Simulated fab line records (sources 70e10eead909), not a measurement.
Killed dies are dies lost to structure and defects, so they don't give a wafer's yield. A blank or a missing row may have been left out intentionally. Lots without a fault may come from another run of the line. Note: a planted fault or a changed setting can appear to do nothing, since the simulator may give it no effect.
fab line records	flow nand-harc
record lots=10	wafers=30	last-day=24
route steps=1159 shown A_CONTACT@956 A_BLC@972 END@1159
lots that met no fault: from a run of the same line without faults
start-h: hours from the record's opening day to when the first of the lot's shown wafers began	wait-h: hours elapsed since this lot's preceding step	" unchanged from the row above	L1.1+2: a single row standing in for several wafers	- no value present, or no start provided	* or withheld: withheld	< > ~ a bound
route shown NAME@n: a module of which the file shows steps, and the number in the route of the first	usual: mean/standard deviation of fault-free wafers	same: alike in all rows	chamber/n: place in a boat	sites: the reading at each site	_std_site: the standard deviation of these	_edge_site: outer sites' mean less inner sites'	radius-mm: how far each site lies from the wafer's centre	mask NAME#n: copy n	behind: the most recent tool/chamber to have shaped the wafer	hold: why the lot went on hold/how many hours it stayed there/how the hold came to an end	device: names the non-switching transistor (n, p or np)	end of line: at the end of the route, the tests of the same wafers	for a step that has no rows: nothing shown but its recipe	killed: dies lost to structure and defects at the first sort, not the wafer's yield	map: a wafer's dies, marking killed ones x, the rest . and places with no die _
set.NAME: the run value of the setting; set.NAME@STEP: its run value at that earlier step	model.NAME: the simulator's own value behind a step, which no gauge read
one table for each step of the route and one row for each wafer, over a sample of lots
services: the hour from which a tool's chamber was out of use, counted from the record's first day as start-h (under 0 if before that day), plus the number of hours and why
## steps
# step NHARC_A_CONTACT_STRIP_26
# recipe o2-flow-sccm=500	ar-flow-sccm=0	bias-w=0	chemistry=O2
# usual drypump-motor-current-A=5.9/0.39	oes-product-au=1.002/0.0097	rf-vpp-V=57.6/0.88	showerhead-plenum-p-Torr=3.48/0.097	throttle-valve-pct=17.037/0.0088
lot.wafer	tool	chamber	start-h	wait-h	drypump-motor-current-A	oes-product-au	rf-hours-counter-h	rf-vpp-V	showerhead-plenum-p-Torr	throttle-valve-pct
L345.2	rie-diel-11	3	-	-	6.0	1.014	6	56.6	3.44	17.041
L345.4	"	3	"	"	6.0	1.015	-	56.9	3.44	17.020
L345.6	"	1	"	"	6.6	1.003	-	57.0	3.54	17.035
L349.1	rie-diel-11	3	-	-	6.0	1.016	11	57.3	3.44	17.038
L349.5	"	2	"	"	5.3	1.001	-	59.0	3.65	17.017
L349.6	"	3	"	"	6.0	1.006	-	58.8	3.44	17.040
L352.1	rie-diel-11	3	-	-	6.0	1.007	15	58.7	3.44	17.023
L352.6	"	2	"	"	5.3	0.995	-	56.9	3.65	17.034
L352.4	"	1	"	"	6.6	1.014	-	56.6	3.53	17.035
L348.2	rie-diel-08	3	-	-	5.8	1.007	51	58.5	3.44	17.028
L348.1	"	1	"	"	6.3	1.016	53	57.0	3.31	17.042
L348.6	"	0	"	"	6.3	0.985	-	57.7	3.53	17.029
L356.4	rie-diel-11	3	-	-	6.0	1.006	20	58.1	3.44	17.030
L356.2	"	0	"	"	6.0	1.003	18	56.0	3.51	17.037
L356.3	"	2	"	"	5.3	0.997	14	57.6	3.65	17.038
L359.2	rie-diel-11	0	-	-	6.0	0.983	23	58.3	3.51	17.042
L359.4	"	1	"	"	6.6	1.007	24	57.8	3.53	17.031
L359.5	"	0	"	"	6.0	0.988	-	57.3	3.51	17.042
L360.4	rie-diel-13	0	-	-	5.4	0.986	9	58.2	3.33	17.044
L360.1	"	3	"	"	5.6	0.997	9	57.5	3.41	17.042
L360.5	"	0	"	"	5.5	0.991	-	56.4	3.33	17.024
L362.3	rie-diel-08	1	-	-	6.2	1.012	1	57.1	3.30	17.026
L362.1	"	3	"	"	5.8	1.009	1	57.9	3.43	17.047
L362.4	"	0	"	"	6.3	0.988	1	58.1	3.52	17.031
L363.1	rie-diel-08	3	-	-	5.8	1.002	1	56.1	3.43	17.023
L363.2	"	0	"	"	6.3	0.983	2	57.8	3.52	17.041
L363.5	"	3	"	"	5.8	0.998	-	58.0	3.43	17.040
L365.1	rie-diel-08	0	-	-	6.3	1.002	7	57.5	3.51	17.024
L365.2	"	1	"	"	6.3	1.006	7	55.9	3.29	17.043
L365.3	"	2	"	"	5.5	0.992	6	57.7	3.56	17.038
# step NHARC_A_BLC_PEB_08
# recipe peb-temp-c=100	peb-time-s=65
# usual heater-power-total-W=156.6/0.43	plate-temp-C=100.02/0.11	resist-line-temp-C=23.00/0.11
lot.wafer	tool	chamber	start-h	wait-h	heater-power-total-W	plate-temp-C	resist-line-temp-C
L345.2	litho-track-01	0	407.32	0.1	157.0	100.08	22.89
L345.4	"	0	"	"	157.2	100.17	23.06
L345.6	"	0	"	"	156.3	99.81	23.09
L349.1	litho-track-01	0	433.00	0.1	156.0	99.94	22.90
L349.5	"	0	"	"	156.9	99.89	22.98
L349.6	"	0	"	"	157.0	100.07	22.99
L352.1	litho-track-06	0	444.61	0.1	156.3	100.07	22.94
L352.4	"	0	"	"	157.1	100.06	23.11
L352.6	"	0	"	"	156.2	100.00	22.75
L348.1	litho-track-01	0	450.92	0.1	156.9	99.97	23.03
L348.2	"	0	"	"	156.0	99.98	22.94
L348.6	"	0	"	"	156.5	100.14	22.92
L356.2	litho-track-06	0	462.23	0.1	156.1	99.99	23.08
L356.3	"	0	"	"	156.2	100.02	23.16
L356.4	"	0	"	"	156.8	99.89	23.04
L359.2	litho-track-01	0	483.18	0.1	157.0	99.94	22.92
L359.4	"	0	"	"	156.0	99.87	22.99
L359.5	"	0	"	"	156.0	100.05	23.18
L360.1	litho-track-01	0	494.89	0.1	156.8	99.98	23.09
L360.4	"	0	"	"	156.1	99.96	23.04
L360.5	"	0	"	"	156.7	99.87	23.01
L362.1	litho-track-01	0	497.06	0.1	151.0	97.42	22.90
L362.3	"	0	"	"	151.3	97.15	22.85
L362.4	"	0	"	"	151.2	97.25	22.99
L363.1	litho-track-04	0	500.15	0.1	156.1	99.93	22.90
L363.2	"	0	"	"	156.7	100.02	23.00
L363.5	"	0	"	"	157.1	99.89	22.99
L365.1	litho-track-01	0	516.67	0.1	150.4	97.26	22.83
L365.2	"	0	"	"	151.4	97.36	23.05
L365.3	"	0	"	"	150.3	97.26	22.91
# step NHARC_A_BLC_CD_MEAS_10
# recipe target-cd-nm=100	landing-energy-ev=500
# usual cd-nm=100.2/0.47
lot.wafer	tool	chamber	start-h	wait-h	cd-nm
L345.2	cd-sem-01	0	407.41	-	100.0
L345.4	"	0	"	"	100.3
L345.6	"	0	"	"	100.3
L349.1	cd-sem-02	0	433.08	-	101.0
L349.5	"	0	"	"	100.6
L349.6	"	0	"	"	101.3
L352.1	cd-sem-03	0	444.69	-	100.1
L352.4	"	0	"	"	100.0
L352.6	"	0	"	"	100.6
L348.1	cd-sem-01	0	451.00	-	100.1
L348.2	"	0	"	"	100.1
L348.6	"	0	"	"	100.3
L356.2	cd-sem-02	0	462.31	-	99.6
L356.3	"	0	"	"	99.9
L356.4	"	0	"	"	100.0
L359.2	cd-sem-03	0	483.26	-	100.7
L359.4	"	0	"	"	100.8
L359.5	"	0	"	"	100.3
L360.1	cd-sem-03	0	494.97	-	100.3
L360.4	"	0	"	"	99.7
L360.5	"	0	"	"	99.9
L362.1	cd-sem-02	0	497.14	-	89.8
L362.3	"	0	"	"	89.9
L362.4	"	0	"	"	89.4
L363.1	cd-sem-03	0	500.23	-	100.8
L363.2	"	0	"	"	99.8
L363.5	"	0	"	"	100.3
L365.1	cd-sem-03	0	516.75	-	90.4
L365.2	"	0	"	"	89.7
L365.3	"	0	"	"	89.6
# step NHARC_A_BLC_ETCH_16
# recipe target-depth-a=390	over-etch-frac=0.3	time-s=65	ion-energy-ev=80	cf4-flow-sccm=150	ar-flow-sccm=0	rf-w=300	bias-w=100	chemistry=CF4
# usual drypump-motor-current-A=5.6/0.42	oes-product-au=0.999/0.011	rf-vpp-V=151.5/1.3	showerhead-plenum-p-Torr=1.78/0.081	throttle-valve-pct=13.284/0.0079
lot.wafer	tool	chamber	start-h	wait-h	drypump-motor-current-A	oes-product-au	rf-hours-counter-h	rf-vpp-V	showerhead-plenum-p-Torr	throttle-valve-pct
L345.4	rie-diel-03	3	407.68	0.1	6.0	0.997	0	152.7	1.89	13.281
L345.2	"	1	"	"	5.4	1.015	0	152.7	1.87	13.300
L345.6	"	3	"	"	5.9	1.002	-	152.6	1.89	13.287
L349.1	rie-diel-03	3	433.38	0.1	5.9	0.993	3	151.4	1.89	13.291
L349.5	"	0	"	"	6.0	1.012	-	150.2	1.72	13.290
L349.6	"	1	"	"	5.4	0.999	-	152.6	1.87	13.291
L352.4	rie-diel-03	2	444.98	0.1	5.3	1.007	5	152.7	1.80	13.295
L352.1	"	3	"	"	5.9	1.002	5	152.0	1.88	13.282
L352.6	"	2	"	"	5.3	1.003	-	151.7	1.80	13.278
L348.2	rie-diel-03	2	451.27	0.1	5.3	0.996	5	151.7	1.80	13.289
L348.1	"	0	"	"	6.0	1.021	6	152.5	1.72	13.274
L348.6	"	1	"	"	5.4	0.998	-	152.7	1.86	13.279
L356.3	rie-diel-09	1	462.58	0.1	4.9	0.986	3	152.8	1.84	13.286
L356.4	"	2	"	"	5.5	0.986	3	149.0	1.67	13.299
L356.2	"	3	"	"	5.9	0.999	3	150.2	1.71	13.289
L359.4	rie-diel-09	1	483.52	0.1	4.9	0.992	5	151.8	1.84	13.292
L359.2	"	3	"	"	6.0	0.989	4	150.9	1.70	13.285
L359.5	"	1	"	"	4.9	0.993	-	151.4	1.84	13.284
L360.4	rie-diel-03	3	495.24	0.1	5.9	1.009	11	154.0	1.88	13.276
L360.1	"	0	"	"	6.0	1.006	11	149.9	1.72	13.269
L360.5	"	0	"	"	6.0	1.015	-	150.1	1.72	13.281
L362.3	rie-diel-09	1	497.42	0.1	4.9	0.986	7	152.1	1.84	13.287
L362.4	"	3	"	"	6.0	0.983	6	148.8	1.70	13.276
L362.1	"	0	"	"	6.4	0.988	6	150.5	1.67	13.275
L363.2	rie-diel-09	1	500.52	0.1	5.0	0.994	7	151.9	1.84	13.285
L363.1	"	2	"	"	5.4	0.981	7	149.9	1.67	13.284
L363.5	"	3	"	"	6.0	0.983	-	151.7	1.70	13.278
L365.2	rie-diel-03	2	517.07	0.1	5.3	0.970	14	152.1	1.80	13.278
L365.1	"	3	"	"	5.9	0.999	14	154.0	1.88	13.297
L365.3	"	0	"	"	5.9	1.017	14	150.5	1.72	13.276
# step NHARC_A_BLC_ETCH_17
# recipe target-depth-a=3900	over-etch-frac=0.25	time-s=609.38	ion-energy-ev=200	n2-flow-sccm=150	h2-flow-sccm=150	ar-flow-sccm=0	rf-w=400	bias-w=150	chemistry=N2/H2
# usual drypump-motor-current-A=5.7/0.42	oes-product-au=1.000/0.011	rf-vpp-V=430.8/2.9	showerhead-plenum-p-Torr=2.05/0.1	throttle-valve-pct=14.171/0.0097
lot.wafer	tool	chamber	start-h	wait-h	drypump-motor-current-A	oes-product-au	rf-hours-counter-h	rf-vpp-V	showerhead-plenum-p-Torr	throttle-valve-pct
L345.2	rie-diel-03	1	-	-	5.4	1.004	1	433.6	2.16	14.163
L345.4	"	0	"	"	6.0	1.023	1	429.5	1.98	14.150
L345.6	"	1	"	"	5.4	1.009	-	434.3	2.16	14.182
L349.1	rie-diel-03	1	-	-	5.4	1.015	4	432.8	2.16	14.157
L349.6	"	0	"	"	6.0	1.017	-	429.5	1.98	14.181
L349.5	"	1	"	"	5.4	1.009	-	434.1	2.16	14.177
L352.1	rie-diel-03	2	-	-	5.3	1.012	5	431.1	2.08	14.169
L352.4	"	3	"	"	5.9	0.998	6	434.2	2.19	14.181
L352.6	"	0	"	"	6.0	1.009	-	428.6	1.98	14.173
L348.2	rie-diel-03	3	-	-	5.9	0.999	6	435.6	2.19	14.166
L348.1	"	0	"	"	6.0	1.013	6	428.6	1.98	14.173
L348.6	"	2	"	"	5.3	1.021	-	431.7	2.08	14.162
L356.2	rie-diel-09	1	-	-	4.9	0.998	3	432.3	2.13	14.174
L356.4	"	3	"	"	6.0	1.000	3	428.3	1.96	14.168
L356.3	"	0	"	"	6.3	1.008	3	425.8	1.92	14.179
L359.4	rie-diel-09	3	-	-	6.0	0.977	5	426.9	1.96	14.177
L359.2	"	1	"	"	4.9	0.979	5	432.9	2.13	14.175
L359.5	"	2	"	"	5.4	0.976	-	427.6	1.91	14.176
L360.4	rie-diel-03	0	-	-	6.0	1.008	11	428.1	1.98	14.168
L360.1	"	1	"	"	5.4	1.011	12	433.3	2.16	14.176
L360.5	"	3	"	"	6.0	1.011	-	434.3	2.19	14.170
L362.1	rie-diel-09	1	-	-	4.9	0.999	7	433.3	2.13	14.160
L362.4	"	3	"	"	6.0	1.002	6	429.3	1.96	14.167
L362.3	"	0	"	"	6.3	0.992	6	428.2	1.92	14.180
L363.1	rie-diel-09	0	-	-	6.4	0.997	6	426.2	1.92	14.172
L363.2	"	1	"	"	4.9	1.000	7	432.9	2.13	14.161
L363.5	"	3	"	"	6.0	0.987	-	428.6	1.96	14.157
L365.3	rie-diel-03	3	-	-	5.9	1.006	14	432.9	2.18	14.185
L365.1	"	0	"	"	6.0	1.014	14	429.2	1.98	14.172
L365.2	"	1	"	"	5.4	1.015	15	434.0	2.16	14.175
# step NHARC_A_BLC_CD_MEAS_19
# usual cd-nm=98.9/2.4
lot.wafer	tool	chamber	start-h	wait-h	cd-nm
L345.2	cd-sem-02	-	408.55	-	98.5
L345.4	"	-	"	"	101.5
L345.6	"	-	"	"	97.6
L349.1	cd-sem-03	-	434.42	-	97.0
L349.5	"	-	"	"	97.4
L349.6	"	-	"	"	100.4
L352.1	cd-sem-01	-	445.86	-	99.1
L352.4	"	-	"	"	96.5
L352.6	"	-	"	"	98.8
L348.1	cd-sem-01	-	452.15	-	100.7
L348.2	"	-	"	"	99.9
L348.6	"	-	"	"	99.3
L356.2	cd-sem-03	-	463.46	-	99.2
L356.3	"	-	"	"	98.3
L356.4	"	-	"	"	97.1
L359.2	cd-sem-03	-	484.40	-	100.4
L359.4	"	-	"	"	99.3
L359.5	"	-	"	"	100.3
L360.1	cd-sem-01	-	496.12	-	96.8
L360.4	"	-	"	"	98.8
L360.5	"	-	"	"	96.2
L362.1	cd-sem-03	-	498.30	-	86.2
L362.3	"	-	"	"	86.8
L362.4	"	-	"	"	83.3
L363.1	cd-sem-02	-	501.38	-	102.0
L363.2	"	-	"	"	97.9
L363.5	"	-	"	"	95.9
L365.1	cd-sem-02	-	518.14	-	92.1
L365.2	"	-	"	"	89.4
L365.3	"	-	"	"	87.4
# step NHARC_END_SORT_01
# recipe temp-c=25
# usual killed-at-array=26/10	killed-at-other=0.8/1.1	killed-at-periphery=3.3/2.6	killed-dies=30/11	killed-open=3.4/1.8	killed-short=2.0/1.3
# same gross-dies=677
lot.wafer	tool	chamber	start-h	wait-h	killed-at-array	killed-at-other	killed-at-periphery	killed-dies	killed-open	killed-short
L345.2	prober-01	0	457.31	2.8	11	0	4	15	5	1
L345.4	prober-01	0	458.87	3.3	11	0	2	13	3	2
L345.6	prober-01	0	460.42	3.9	18	0	2	20	3	2
L349.1	prober-02	0	481.06	2.4	36	0	2	38	3	2
L349.5	prober-02	0	484.23	3.7	35	1	2	38	0	2
L349.6	prober-02	0	485.02	4.0	31	0	5	36	6	2
L352.1	prober-01	0	489.46	2.5	23	1	1	25	4	4
L352.4	prober-01	0	491.84	3.4	22	5	1	28	6	3
L352.6	prober-01	0	493.43	4.0	23	1	5	29	5	2
L348.1	prober-02	0	498.98	2.5	22	0	2	24	0	0
L348.2	prober-02	0	499.79	2.8	41	1	4	46	2	4
L348.6	prober-02	0	503.02	4.0	29	0	3	32	3	3
L356.2	prober-02	0	515.48	2.8	19	0	1	20	4	1
L356.3	prober-02	0	516.27	3.1	15	0	2	17	4	2
L356.4	prober-02	0	517.06	3.4	13	1	4	18	4	2
L360.1	prober-01	0	540.54	2.5	21	4	1	26	4	0
L360.4	prober-01	0	542.92	3.4	23	6	2	31	2	1
L360.5	prober-01	0	543.72	3.7	22	2	6	30	1	1
L359.2	prober-02	0	541.35	2.8	28	0	0	28	5	3
L359.4	prober-02	0	542.97	3.4	38	0	0	38	7	1
L359.5	prober-02	0	543.78	3.7	39	0	0	39	7	0
L362.1	prober-01	0	548.30	2.5	38	2	2	42	3	1
L362.3	prober-01	0	549.90	3.1	44	2	2	48	2	1
L362.4	prober-01	0	550.71	3.4	41	1	0	42	4	2
L363.1	prober-02	0	548.37	2.5	18	0	8	26	3	1
L363.2	prober-02	0	549.16	2.8	23	0	3	26	3	1
L363.5	prober-02	0	551.53	3.6	24	0	1	25	3	3
L365.1	prober-01	0	563.90	2.5	20	0	10	30	4	0
L365.2	prober-01	0	564.71	2.8	31	0	12	43	2	2
L365.3	prober-01	0	565.51	3.1	24	0	13	37	4	3
# killed by level:class
L345.2 A_CHANNEL_HOLE_D1:chamber-film-flake=3 P_GATE:chamber-film-flake=2 P_STI:geometric-particle:open=1 P_CONTACT:geometric-particle:open=1 A_CHANNEL_HOLE_D1:geometric-particle:open=1 A_CONTACT:geometric-particle:open=1 A_M0:geometric-particle:open=1 A_M0:geometric-particle:short=1
L345.4 A_CHANNEL_HOLE_D1:chamber-film-flake=3 A_WL_FILL:geometric-particle:short=2 A_CONTACT:geometric-particle:open=2 P_CONTACT:geometric-particle:open=1 P_GATE:chamber-film-flake=1 A_ZERO_WELL:chamber-film-flake=1 A_CHANNEL_FILL_D1:chamber-film-flake=1 A_STAIRCASE:chamber-film-flake=1
L345.6 A_CHANNEL_HOLE_D1:chamber-film-flake=3 A_STAIRCASE:chamber-film-flake=3 A_M0:chamber-film-flake=3 A_BLC:chamber-film-flake=2 A_BLC:geometric-particle:short=2 A_CONTACT:chamber-film-flake=2 P_M2:geometric-particle:open=1 A_CHANNEL_HOLE_D1:geometric-particle:open=1
L349.1 A_SLIT:chamber-film-flake=13 A_CHANNEL_HOLE_D1:chamber-film-flake=9 A_STAIRCASE:chamber-film-flake=6 A_CONTACT:chamber-film-flake=3 A_ZERO_WELL:chamber-film-flake=2 P_GATE:geometric-particle:short=1 P_CONTACT:geometric-particle:open=1 A_ONON_D1:geometric-particle:open=1
L349.5 A_SLIT:chamber-film-flake=14 A_CHANNEL_HOLE_D1:chamber-film-flake=10 A_STAIRCASE:chamber-film-flake=4 A_CONTACT:chamber-film-flake=4 A_ONON_D1:geometric-particle:short=2 P_M2:chamber-film-flake=2 A_ZERO_WELL:chamber-film-flake=1 HYBRID_BOND:chamber-film-flake=1
L349.6 A_SLIT:chamber-film-flake=11 A_CHANNEL_HOLE_D1:chamber-film-flake=7 A_STAIRCASE:chamber-film-flake=3 P_M0:geometric-particle:open=2 A_CHANNEL_HOLE_D1:geometric-particle:open=2 A_ZERO_WELL:chamber-film-flake=2 A_CONTACT:chamber-film-flake=2 P_CONTACT:geometric-particle:open=1
L352.1 A_CHANNEL_HOLE_D1:chamber-film-flake=6 A_SLIT:chamber-film-flake=4 A_STAIRCASE:chamber-film-flake=3 A_ONON_D1:geometric-particle:open=2 A_CONTACT:chamber-film-flake=2 P_CONTACT:geometric-particle:short=1 A_ONON_D1:geometric-particle:short=1 A_CHANNEL_HOLE_D1:geometric-particle:short=1
L352.4 THIN_TSV:chamber-film-flake=5 A_STAIRCASE:chamber-film-flake=4 A_CHANNEL_HOLE_D1:chamber-film-flake=4 A_CONTACT:chamber-film-flake=4 A_CONTACT:geometric-particle:open=2 A_BLC:geometric-particle:open=2 A_ONON_D1:geometric-particle:short=1 A_CHANNEL_HOLE_D1:geometric-particle:short=1
L352.6 A_STAIRCASE:chamber-film-flake=9 A_CHANNEL_HOLE_D1:chamber-film-flake=4 A_CONTACT:chamber-film-flake=4 P_ZERO_WELL:chamber-film-flake=3 A_ONON_D1:geometric-particle:open=2 A_CONTACT:geometric-particle:open=2 P_GATE:geometric-particle:open=1 A_CHANNEL_FILL_D1:geometric-particle:short=1
L348.1 A_SLIT:chamber-film-flake=11 A_CHANNEL_HOLE_D1:chamber-film-flake=5 A_STAIRCASE:chamber-film-flake=3 A_CONTACT:chamber-film-flake=2 P_M1:chamber-film-flake=1 P_ZERO_WELL:chamber-film-flake=1 A_CHANNEL_FILL_D1:chamber-film-flake=1
L348.2 A_SLIT:chamber-film-flake=13 A_CHANNEL_HOLE_D1:chamber-film-flake=11 A_CONTACT:chamber-film-flake=5 A_STAIRCASE:chamber-film-flake=4 A_CONTACT:geometric-particle:short=3 P_ZERO_WELL:chamber-film-flake=2 A_CHANNEL_FILL_D1:chamber-film-flake=2 P_CONTACT:geometric-particle:open=1
L348.6 A_SLIT:chamber-film-flake=14 A_CHANNEL_HOLE_D1:chamber-film-flake=6 A_STAIRCASE:chamber-film-flake=3 A_CONTACT:chamber-film-flake=2 P_CONTACT:geometric-particle:open=1 P_M0:geometric-particle:open=1 A_WL_FILL:geometric-particle:open=1 A_CHANNEL_FILL_D1:geometric-particle:short=1
L356.2 A_CHANNEL_HOLE_D1:chamber-film-flake=8 A_STAIRCASE:chamber-film-flake=3 A_CONTACT:chamber-film-flake=2 P_CONTACT:geometric-particle:open=1 A_SOURCE_PLATE:geometric-particle:open=1 A_SGD_CUT:geometric-particle:open=1 A_SGD_CUT:geometric-particle:short=1 A_CONTACT:geometric-particle:open=1
L356.3 A_CHANNEL_HOLE_D1:chamber-film-flake=7 P_GATE:geometric-particle:open=2 A_STAIRCASE:chamber-film-flake=2 A_CONTACT:chamber-film-flake=2 A_ONON_D1:geometric-particle:open=1 A_WL_FILL:geometric-particle:short=1 A_CONTACT:geometric-particle:open=1 A_M1:geometric-particle:short=1
L356.4 A_CHANNEL_HOLE_D1:chamber-film-flake=6 P_STI:chamber-film-flake=3 A_M0:geometric-particle:short=2 A_CONTACT:chamber-film-flake=2 P_STI:geometric-particle:open=1 A_ONON_D1:geometric-particle:open=1 A_CONTACT:geometric-particle:open=1 STARTING-WAFER:geometric-particle:open=1
L360.1 A_CHANNEL_HOLE_D1:chamber-film-flake=12 THIN_TSV:chamber-film-flake=4 A_CONTACT:chamber-film-flake=3 A_BLC:geometric-particle:open=2 A_M1:chamber-film-flake=2 A_CONTACT:geometric-particle:open=1 A_M0:geometric-particle:open=1 P_GATE:chamber-film-flake=1
L359.2 A_SLIT:chamber-film-flake=12 A_CHANNEL_HOLE_D1:chamber-film-flake=5 A_WL_FILL:geometric-particle:short=2 A_WL_FILL:geometric-particle:open=2 A_SGD_CUT:chamber-film-flake=2 A_ONON_D1:geometric-particle:open=1 A_CHANNEL_FILL_D1:geometric-particle:short=1 A_CHANNEL_FILL_D1:geometric-particle:open=1
L360.4 A_CHANNEL_HOLE_D1:chamber-film-flake=14 THIN_TSV:chamber-film-flake=6 A_M1:chamber-film-flake=3 A_STAIRCASE:chamber-film-flake=2 A_CHANNEL_HOLE_D1:geometric-particle:short=1 A_M0:geometric-particle:open=1 A_M1:geometric-particle:open=1 P_STI:chamber-film-flake=1
L359.4 A_SLIT:chamber-film-flake=17 A_CHANNEL_HOLE_D1:chamber-film-flake=6 A_SGD_CUT:chamber-film-flake=4 A_SOURCE_PLATE:geometric-particle:open=2 A_CONTACT:geometric-particle:open=2 A_ONON_D1:geometric-particle:open=1 A_WL_FILL:geometric-particle:open=1 A_CONTACT:geometric-particle:short=1
L360.5 A_CHANNEL_HOLE_D1:chamber-film-flake=16 P_GATE:chamber-film-flake=4 A_M1:chamber-film-flake=3 THIN_TSV:chamber-film-flake=2 P_CONTACT:geometric-particle:open=1 A_M1:geometric-particle:short=1 P_STI:chamber-film-flake=1 A_STAIRCASE:chamber-film-flake=1
L359.5 A_SLIT:chamber-film-flake=13 A_SGD_CUT:chamber-film-flake=8 A_CHANNEL_HOLE_D1:chamber-film-flake=4 A_CHANNEL_FILL_D1:geometric-particle:open=3 A_STAIRCASE:chamber-film-flake=3 A_CONTACT:chamber-film-flake=3 A_WL_FILL:geometric-particle:open=2 A_ONON_D1:geometric-particle:open=1
L362.1 A_SLIT:chamber-film-flake=17 A_CHANNEL_HOLE_D1:chamber-film-flake=7 A_BLC:area-peb=7 P_GATE:chamber-film-flake=2 A_STAIRCASE:chamber-film-flake=2 THIN_TSV:chamber-film-flake=2 A_ONON_D1:geometric-particle:open=1 A_SLIT:geometric-particle:short=1
L363.1 A_CONTACT:chamber-film-flake=5 A_CHANNEL_HOLE_D1:chamber-film-flake=4 P_STI:chamber-film-flake=3 A_BONDPAD:chamber-film-flake=3 P_GATE:chamber-film-flake=2 P_M0:chamber-film-flake=2 P_CONTACT:geometric-particle:open=1 A_ONON_D1:geometric-particle:open=1
L363.2 A_CHANNEL_HOLE_D1:chamber-film-flake=10 A_CONTACT:chamber-film-flake=3 P_GATE:chamber-film-flake=2 A_ZERO_WELL:chamber-film-flake=2 A_SOURCE_PLATE:geometric-particle:open=1 A_ONON_D1:geometric-particle:open=1 A_ONON_D1:geometric-particle:short=1 A_CONTACT:geometric-particle:open=1
L362.3 A_SLIT:chamber-film-flake=18 A_BLC:area-peb=9 A_CHANNEL_HOLE_D1:chamber-film-flake=8 A_CONTACT:chamber-film-flake=4 A_STAIRCASE:chamber-film-flake=3 P_M1:geometric-particle:open=1 A_WL_FILL:geometric-particle:open=1 P_STI:chamber-film-flake=1
L362.4 A_SLIT:chamber-film-flake=16 A_CHANNEL_HOLE_D1:chamber-film-flake=13 A_BLC:area-peb=6 A_CONTACT:geometric-particle:open=2 A_SGD_CUT:geometric-particle:open=1 A_WL_FILL:geometric-particle:short=1 A_BLC:geometric-particle:open=1 A_M1:geometric-particle:short=1
L363.5 A_CHANNEL_HOLE_D1:chamber-film-flake=9 A_CONTACT:chamber-film-flake=6 A_WL_FILL:geometric-particle:short=2 A_ONON_D1:geometric-particle:open=1 A_CHANNEL_FILL_D1:geometric-particle:open=1 A_CONTACT:geometric-particle:short=1 A_BLC:geometric-particle:open=1 P_GATE:chamber-film-flake=1
L365.1 A_CHANNEL_HOLE_D1:chamber-film-flake=6 P_M0:chamber-film-flake=4 A_WL_FILL:chamber-film-flake=4 P_BONDPAD:chamber-film-flake=3 A_SGD_CUT:geometric-particle:open=2 P_ZERO_WELL:chamber-film-flake=2 A_STAIRCASE:chamber-film-flake=2 A_CONTACT:chamber-film-flake=2
L365.2 A_CHANNEL_HOLE_D1:chamber-film-flake=11 A_BLC:area-peb=8 P_M0:chamber-film-flake=7 A_CONTACT:chamber-film-flake=4 A_SGD_CUT:chamber-film-flake=3 P_CONTACT:geometric-particle:open=2 P_BONDPAD:chamber-film-flake=2 A_WL_FILL:chamber-film-flake=2
L365.3 A_CHANNEL_HOLE_D1:chamber-film-flake=14 P_M0:chamber-film-flake=5 A_BLC:area-peb=4 P_BONDPAD:chamber-film-flake=3 P_STI:chamber-film-flake=2 P_STI:geometric-particle:short=1 P_M0:geometric-particle:open=1 A_ONON_D1:geometric-particle:open=1
## services
tool	chamber	start-h	hours	kind
rie-diel-09	-	385.67	0.6	repair
rie-diel-11	2	386.94	17.8	repair
rie-diel-03	-	392.30	9.0	pm
rie-diel-03	0	392.30	9.0	vent-cycle
rie-diel-03	1	392.30	9.0	vent-cycle
rie-diel-03	2	392.30	9.0	vent-cycle
rie-diel-03	3	392.30	9.0	vent-cycle
rie-diel-03	0	401.30	-	clean
rie-diel-03	1	401.30	-	clean
rie-diel-03	2	401.30	-	clean
rie-diel-03	3	401.30	-	clean
rie-diel-13	3	406.65	3.8	repair
rie-diel-08	1	406.89	2.9	repair
rie-diel-03	2	430.71	8.0	repair
rie-diel-09	-	431.10	9.0	pm
rie-diel-13	1	434.77	22.8	repair
rie-diel-11	0	437.48	8.0	repair
litho-track-01	-	443.00	7.0	pm
rie-diel-13	-	453.66	9.0	pm
rie-diel-03	1	465.57	1.6	repair
litho-track-06	-	467.00	7.0	pm
rie-diel-08	-	478.84	9.0	pm
rie-diel-13	0	490.67	14.3	repair
litho-track-04	-	491.00	7.0	pm
## key
first-sign step=NHARC_A_BLC_PEB_08	reading=plate-temp-C	direction=down	sigmas=25	usual=*	struck=*
effect step=NHARC_A_BLC_PEB_08	reading=heater-power-total-W	direction=down	sigmas=13	usual=*	struck=*
effect step=NHARC_A_BLC_CD_MEAS_10	reading=cd-nm	direction=down	sigmas=22	usual=100.2	struck=89.8
effect step=NHARC_A_BLC_CD_MEAS_19	reading=cd-nm	direction=down	sigmas=4.8	usual=98.9	struck=87.5
met-at NHARC_A_BLC_PEB_08
struck-lots L362,L365
tester-left-out L362,L365
not-acting-at NHARC_A_CONTACT_STRIP_26,NHARC_A_BLC_ETCH_16,NHARC_A_BLC_ETCH_17
onset-between 494.89 497.06
fault kind=process-parameter-drift	tool=litho-track-01	chamber=-	onset-h=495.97	steps=NHARC_A_BLC_PEB_08	channel=peb-temp-c	offset=*	shape=step	acts-in=*	stated=*
# tester-left-out: of these lots the tester's yield and bins aren't shown, on N5 and GAA mostly nor the transistor test; their killed dies are dies lost to structure and defects alone, not to doping, threshold or leakage, so they don't give the yield
